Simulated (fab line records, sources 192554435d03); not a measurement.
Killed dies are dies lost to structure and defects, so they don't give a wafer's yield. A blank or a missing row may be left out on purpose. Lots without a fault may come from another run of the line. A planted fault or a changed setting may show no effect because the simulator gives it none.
A struck lot beside a sound one | flow n5_finfet | 15 steps out of a route of 1938
Sound: wafers L438.1, L438.2, L438.4. Struck: wafers L426.1, L426.3, L426.5. The cause comes at the end.
At each step with rows: each side's tool, then ch and its chambers, then its first start. Under that, the readings that differ: sound wafers | struck wafers | difference of the means | sigmas: that difference in standard deviations of wafers without a fault.
alike: readings whose means differ by less than 2 such deviations, and words and numbers that are the same on both sides. not compared: withheld readings, readings that some wafer has no value for, bounds like >300 that may hide the same value, and numbers for which the record gives no deviation and whose values overlap.
The two part at a step that has a row with sigmas, a row that says differs or no value, or rows on one side only. Numbers that don't overlap but have no deviation are shown without sigmas and don't part them. A reading that every wafer of one side lacks parts them only if that side has two wafers or more.

first, 3 steps without rows for these wafers: N5_SDB_PRECLEAN_38 (cleans in dHF, time 10 s); N5_SDB_PRECLEAN_39 (cleans in O3/DIW, time 45 s); N5_SDB_SRD_28 (time 30 s).
N5_SDB_ALD_29: deposits SiNx, target thk 30 nm, pulse time 1 s, ald cycles 600.
  sound on ald_sin-03 ch 0,1,3, day 9 03:04; struck on ald_sin-04 ch 0,2, day 6 00:28
  alike: heater_power_w, precursor_pulse_height_rel
N5_SDB_CMP_30: polishes, stops on poly-Si, t overpolish 1.54 s, target thk 30 nm.
  sound on cmp-02 ch 0,2,3, day 9 05:48; struck on cmp-04 ch 0,1, day 6 03:11
  alike: motor_current_A, overpolish_run_s, slurry_filter_dp_kPa, time_to_endpoint_s
N5_SDB_THK_MEAS_31:
  sound on film_metro-01, day 9 06:06; struck on film_metro-02, day 6 03:29
  alike: SDB_THK
N5_SDB_INSPECT_36: inspects for defects (darkfield).
  sound on defect_inspect-02, day 9 06:07; struck on defect_inspect-01, day 6 03:31
  alike: raw_defect_count
N5_DUMMY_REMOVAL_HM_STRIP_01: strips SiNx in CH3F/O2, stops on poly-Si, target depth 4 nm, time 6.8 s.
  sound on rie_diel-01 ch 0,1,2, day 9 06:10; struck on rie_diel-01 ch 0,1,3, day 6 03:43
  alike: drypump_motor_current_A, oes_product_au, rf_vpp_V, showerhead_plenum_p_Torr, throttle_valve_pct
  not compared: rf_hours_counter_h
N5_DUMMY_REMOVAL_STRIP_10: strips in N2/H2, time 40 s.
  sound on rie_diel-01 ch 0,1,2, day 9 06:11; struck on rie_diel-01 ch 0,1,3, day 6 03:45
  alike: bias_power_w, drypump_motor_current_A, n2_flow_sccm, oes_product_au, rf_vpp_V, showerhead_plenum_p_Torr, throttle_valve_pct
  not compared: rf_hours_counter_h
then, 2 steps without rows for these wafers: N5_DUMMY_REMOVAL_PRECLEAN_07 (cleans in dHF, time 30 s); N5_DUMMY_REMOVAL_DUMMY_REMOVE_02 (chemistry TMAH, target poly-Si, stops on SiO2, target depth 142 nm, time 57 s, rinse time 30 s).
N5_DUMMY_REMOVAL_INSPECT_06: inspects for defects (brightfield).
  sound on defect_inspect-02, day 9 06:21; struck on defect_inspect-02, day 6 03:55
  reading          | sound  | struck   | difference | sigmas
  raw_defect_count | 7 11 5 | 15 24 21 | +12        | +2
N5_DUMMY_REMOVAL_PRECLEAN_08: cleans in NF3:NH3, afs cycles 2, time 20 s, sublimation time 60 s.
  sound on remote_plasma-01 ch 0, day 9 06:23; struck on remote_plasma-02 ch 1, day 6 03:58
  reading    | sound             | struck            | difference | sigmas
  temp_c (C) | 29.92 29.73 29.85 | 32.26 32.20 32.16 | +2.37      | +22
  alike: sublimation_temp_c
then, 1 step without rows for these wafers: N5_DUMMY_REMOVAL_PRECLEAN_04 (cleans in DHF, time 37 s).
-- the record jumps here: 4 days lie between the struck wafers' starts before and after (it left off in module DUMMY_REMOVAL and takes up again in module BEOL_M4, whose first step shown is number 1111 of the route) --
N5_BEOL_M4_RC_MEAS_101:
  sound on prober-01 ch 0, day 13 17:08; struck on prober-01 ch 0, day 10 02:05
  alike: DIBL_N, DIBL_P, IOFF_N, IOFF_P, ION_N, ION_P, SS_N, SS_P, VT_N, VT_P

WHERE THEY PART
First at N5_DUMMY_REMOVAL_INSPECT_06; last, within this record, at N5_DUMMY_REMOVAL_PRECLEAN_08. Later steps at which nothing parts them and some readings are alike: N5_BEOL_M4_RC_MEAS_101.

WHY: what the simulator had put in
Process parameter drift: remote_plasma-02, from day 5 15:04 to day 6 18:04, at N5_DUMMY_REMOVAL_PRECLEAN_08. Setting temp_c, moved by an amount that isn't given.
